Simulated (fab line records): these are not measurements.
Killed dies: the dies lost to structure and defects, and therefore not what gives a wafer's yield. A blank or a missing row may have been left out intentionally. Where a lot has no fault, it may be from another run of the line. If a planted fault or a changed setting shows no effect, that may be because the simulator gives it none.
Check of tool commonality || flow nand-harc || 3 lots and 9 wafers in the sample

## REASON IT WAS OPENED
Flagged at NHARC_END_SORT_01: reading killed-dies, on 2 of 3 lots. No-fault wafers: 66, standard deviation 22.
Rule: a lot is flagged in two cases, either no wafer of it has a number, or all its wafers with numbers fall more than 4 standard deviations from that mean. As for the other lots, they are considered sound.

{"lot": "L977", "measured": "day 29 22:10", "on": "prober-02", "killed-dies, wafer by wafer": "677 677 677", "flag": "FLAGGED"}
{"lot": "L978", "measured": "day 31 03:28", "on": "prober-01", "killed-dies, wafer by wafer": "677 677 677", "flag": "FLAGGED"}
{"lot": "L987", "measured": "day 33 12:38", "on": "prober-01", "killed-dies, wafer by wafer": "34 49 42", "flag": ""}
On average the flagged lots' numbers are 677, which is +611 against the usual, or +28 standard deviations.

## EACH LOT AND THE TOOL IT RAN ON
The record holds 4 process steps before the reading, out of a route of 1302 steps. Read each cell as the tool, then ch plus the chambers that the sampled wafers visited, then the start.
{"lot": "L977", "flag": "FLAGGED", "NHARC_A_CONTACT_DEP_24": "pecvd-03 ch 0,1,2, day 26 16:14", "NHARC_A_CONTACT_DEP_29": "pecvd-04 ch 1,2, day 27 00:19", "NHARC_A_CONTACT_ETCH_50": "rie-diel-11 ch 0,1,3, day 27 01:36", "NHARC_A_CONTACT_ETCH_114": "har-cap-etch-03 ch 0,1, day 27 03:26"}
{"lot": "L978", "flag": "FLAGGED", "NHARC_A_CONTACT_DEP_24": "pecvd-03 ch 0,1,2, day 27 12:43", "NHARC_A_CONTACT_DEP_29": "pecvd-02 ch 0,1,2, day 27 17:34", "NHARC_A_CONTACT_ETCH_50": "rie-diel-11 ch 1,3, day 27 19:11", "NHARC_A_CONTACT_ETCH_114": "har-cap-etch-03 ch 0, day 27 21:13"}
{"lot": "L987", "flag": "", "NHARC_A_CONTACT_DEP_24": "pecvd-02 ch 0,2, day 30 10:41", "NHARC_A_CONTACT_DEP_29": "pecvd-03 ch 0,2, day 30 17:53", "NHARC_A_CONTACT_ETCH_50": "rie-diel-11 ch 0,1, day 30 19:37", "NHARC_A_CONTACT_ETCH_114": "har-cap-etch-02 ch 0,1, day 30 21:46"}
What the steps here do:
- NHARC_A_CONTACT_DEP_24: deposits SiO2, target thk 500 nm.
- NHARC_A_CONTACT_DEP_29: deposits SiON, target thk 100 nm.
- NHARC_A_CONTACT_ETCH_50: etches the open film in CF4/CHF3, target depth 121 nm, time 60.5 s.
- NHARC_A_CONTACT_ETCH_114: etches the open film in C4F8/O2/Ar, time 190 s, target depth 1850 nm.
- NHARC_END_SORT_01

## FLAGGED AGAINST TOTAL, ONE TOOL AT A TIME (gauges that did the reading follow at the end)
{"step": "NHARC_A_CONTACT_DEP_24", "tool": "pecvd-02", "lots run": 1, "flagged": 0, "share of the flagged lots": "none", "sound lots run after its first flagged lot": "-"}
{"step": "NHARC_A_CONTACT_DEP_24", "tool": "pecvd-03", "lots run": 2, "flagged": 2, "share of the flagged lots": "all", "sound lots run after its first flagged lot": 0}
{"step": "NHARC_A_CONTACT_DEP_29", "tool": "pecvd-02", "lots run": 1, "flagged": 1, "share of the flagged lots": "some", "sound lots run after its first flagged lot": 0}
{"step": "NHARC_A_CONTACT_DEP_29", "tool": "pecvd-03", "lots run": 1, "flagged": 0, "share of the flagged lots": "none", "sound lots run after its first flagged lot": "-"}
{"step": "NHARC_A_CONTACT_DEP_29", "tool": "pecvd-04", "lots run": 1, "flagged": 1, "share of the flagged lots": "some", "sound lots run after its first flagged lot": 0}
{"step": "NHARC_A_CONTACT_ETCH_50", "tool": "rie-diel-11", "lots run": 3, "flagged": 2, "share of the flagged lots": "all", "sound lots run after its first flagged lot": "1 (L987)"}
{"step": "NHARC_A_CONTACT_ETCH_114", "tool": "har-cap-etch-02", "lots run": 1, "flagged": 0, "share of the flagged lots": "none", "sound lots run after its first flagged lot": "-"}
{"step": "NHARC_A_CONTACT_ETCH_114", "tool": "har-cap-etch-03", "lots run": 2, "flagged": 2, "share of the flagged lots": "all", "sound lots run after its first flagged lot": 0}
{"step": "NHARC_END_SORT_01", "tool": "prober-01", "lots run": 2, "flagged": 1, "share of the flagged lots": "some", "sound lots run after its first flagged lot": "1 (L987)"}
{"step": "NHARC_END_SORT_01", "tool": "prober-02", "lots run": 1, "flagged": 1, "share of the flagged lots": "some", "sound lots run after its first flagged lot": 0}

## WHAT THE TABLE ALLOWS
In the table, 3 rows ran each flagged lot (pecvd-03 at NHARC_A_CONTACT_DEP_24; rie-diel-11 at NHARC_A_CONTACT_ETCH_50; har-cap-etch-03 at NHARC_A_CONTACT_ETCH_114).
- pecvd-03 at NHARC_A_CONTACT_DEP_24 ran 2 lots, 2 of them flagged. No sound lot ran on it before its first flagged lot in this sample; the start therefore can't be narrowed down.
- rie-diel-11 at NHARC_A_CONTACT_ETCH_50 ran 3 lots, 2 of them flagged. Lots that were sound ran on it after the first flagged one (L987); a persistent fault on the entire tool would not allow that. On the flagged lots its readings are blank where sound lots have values: bias-w, cf4-flow-sccm, drypump-motor-current-A, oes-product-au and 4 more.
- har-cap-etch-03 at NHARC_A_CONTACT_ETCH_114 ran 2 lots, 2 of them flagged. No sound lot ran on it before its first flagged lot in this sample; the start therefore can't be narrowed down.
These 2 tools cannot be told apart by counting lots, since each of them fits a fault that started at some hour. More lots, or a look at what each step does to the wafer, might.

## WHAT THE SIMULATOR HAD PUT IN
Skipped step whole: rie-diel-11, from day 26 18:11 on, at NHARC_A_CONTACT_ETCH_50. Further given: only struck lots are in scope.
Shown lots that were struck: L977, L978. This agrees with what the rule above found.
